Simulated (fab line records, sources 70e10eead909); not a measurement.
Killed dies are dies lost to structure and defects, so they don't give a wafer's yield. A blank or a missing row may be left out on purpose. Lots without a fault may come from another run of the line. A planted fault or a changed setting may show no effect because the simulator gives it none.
Chamber matching | flow nand_harc | NHARC_A_CHANNEL_HOLE_D1_ETCH_44 on rie_diel-13: 4 sister chambers
The step etches the open film in CF4/O2, target depth 140 nm, overetch 14 nm, time 77 s. 18 wafers are shown with their chamber, then 9 later ones without.

WAFERS WITH THEIR CHAMBER
wafer  | chamber | showerhead_plenum_p_Torr (Torr) | drypump_motor_current_A (A) | run_length_s (s)
L149.3 | 1       | 1.39                            | 4.8                         | 97.6
L149.4 | 0       | 1.33                            | 5.6                         | 97.7
L149.6 | 3       | 1.27                            | 5.9                         | 98.9
L150.1 | 2       | 1.27                            | 5.7                         | 98.0
L150.2 | 1       | 1.39                            | 4.7                         | 97.9
L150.4 | 3       | 1.27                            | 5.9                         | 98.9
L151.2 | 0       | 1.33                            | 5.6                         | 97.7
L151.4 | 1       | 1.39                            | 4.8                         | 98.1
L151.5 | 2       | 1.27                            | 5.6                         | 97.8
L152.1 | 2       | 1.27                            | 5.6                         | 97.9
L152.5 | 0       | 1.33                            | 5.6                         | 97.7
L152.6 | 1       | 1.39                            | 4.7                         | 97.5
L154.2 | 0       | 1.33                            | 5.6                         | 97.8
L154.4 | 3       | 1.27                            | 5.9                         | 98.9
L154.6 | 1       | 1.39                            | 4.8                         | 97.6
L166.2 | 2       | 1.27                            | 5.6                         | 98.6
L166.4 | 1       | 1.38                            | 4.8                         | 97.5
L166.6 | 2       | 1.27                            | 5.6                         | 98.0

SIGNATURES (means of the wafers above)
reading                  | chamber 0 | chamber 1 | chamber 2 | chamber 3 | scatter within a chamber
showerhead_plenum_p_Torr | 1.3300    | 1.3883    | 1.2700    | 1.2700    | 0.00244
drypump_motor_current_A  | 5.600     | 4.767     | 5.620     | 5.900     | 0.039
run_length_s             | 97.725    | 97.700    | 98.060    | 98.900    | 0.224
Rule: a wafer's distance from a chamber is the root of the sum, over the readings, of the square of ((its reading less the chamber's mean) divided by the reading's scatter). The wafer belongs to the nearest chamber; if the next one is less than 2 further off, it can't be placed. The scatter: the root of (the sum of the squares of (reading less its chamber's mean) over the shown wafers, divided by (wafers less chambers)).

WAFERS WITHOUT THEIR CHAMBER
wafer  | showerhead_plenum_p_Torr (Torr) | drypump_motor_current_A (A) | run_length_s (s)
L167.2 | 1.26                            | 5.9                         | 99.2
L167.3 | 1.33                            | 5.6                         | 97.8
L167.5 | 1.33                            | 5.6                         | 97.7
L168.1 | 1.38                            | 4.8                         | 97.5
L168.2 | 1.27                            | 5.6                         | 98.2
L168.4 | 1.26                            | 5.9                         | 98.7
L171.4 | 1.26                            | 5.9                         | 98.8
L171.5 | 1.26                            | 5.9                         | 99.0
L171.6 | 1.33                            | 5.6                         | 98.3

WHICH CHAMBER EACH WENT THROUGH
wafer  | from the rows above | in truth
L167.2 | 3                   | 3
L167.3 | 0                   | 0
L167.5 | 0                   | 0
L168.1 | 1                   | 1
L168.2 | 2                   | 2
L168.4 | 3                   | 3
L171.4 | 3                   | 3
L171.5 | 3                   | 3
L171.6 | 0                   | 0
Placed correctly: 9 of 9. Can't be placed from these rows: 0. Placed wrongly: 0.
